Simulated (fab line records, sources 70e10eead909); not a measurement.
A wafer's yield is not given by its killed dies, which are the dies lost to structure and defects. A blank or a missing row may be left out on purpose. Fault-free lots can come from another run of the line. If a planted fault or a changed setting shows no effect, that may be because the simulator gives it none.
Chamber matching | flow nand-harc | rie-diel-07 running NHARC_A_SLIT_DESCUM_14: 4 sister chambers
The step chemistry O2, time 3 s. 8 wafers are shown with their chamber, then 7 later ones without.

WAFERS WITH THEIR CHAMBER
wafer  | chamber | drypump-motor-current-A (A) | oes-product-au (a.u.)
L074.5 | 0       | 5.7                         | 0.996
L078.2 | 0       | 5.7                         | 0.997
L082.6 | 1       | 5.3                         | 0.989
L091.1 | 2       | 5.6                         | 0.978
L091.5 | 2       | 5.7                         | 0.995
L091.6 | 3       | 5.9                         | 1.001
L089.2 | 3       | 5.9                         | 0.996
L089.3 | 1       | 5.4                         | 0.992

WAFERS WHOSE CHAMBER IS MISSING
wafer  | drypump-motor-current-A (A) | oes-product-au (a.u.)
L089.5 | 5.4                         | 0.990
L092.1 | 5.7                         | 0.980
L092.5 | 5.3                         | 0.988
L092.6 | 5.7                         | 0.998
L094.2 | 5.7                         | 0.985
L094.4 | 5.7                         | 1.013
L094.5 | 5.7                         | 0.975

THE CHAMBER EACH PASSED THROUGH
wafer  | from the rows above     | in truth
L089.5 | 1                       | 1
L092.1 | can't be placed: 2 or 0 | 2
L092.5 | 1                       | 1
L092.6 | can't be placed: 0 or 2 | 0
L094.2 | can't be placed: 2 or 0 | 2
L094.4 | can't be placed: 0 or 2 | 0
L094.5 | can't be placed: 2 or 0 | 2
Correct placement for 2 of the 7. Not placeable from these rows: 5 (in 5, the candidates include the true chamber). Placed wrongly: 0.
How it was worked out, from the rows above alone: a wafer's distance from a chamber is the root of the sum, over the readings, of the square of ((its reading less the chamber's mean) divided by the reading's scatter). If the next closest chamber is less than 2 further off than the closest, the wafer can't be placed; otherwise it belongs to the closest. The mean given for a chamber averages the wafers shown for that chamber. The scatter: take each reading less its chamber's mean, square it, sum over the shown wafers, divide by the number of wafers less the number of chambers, and take the root.
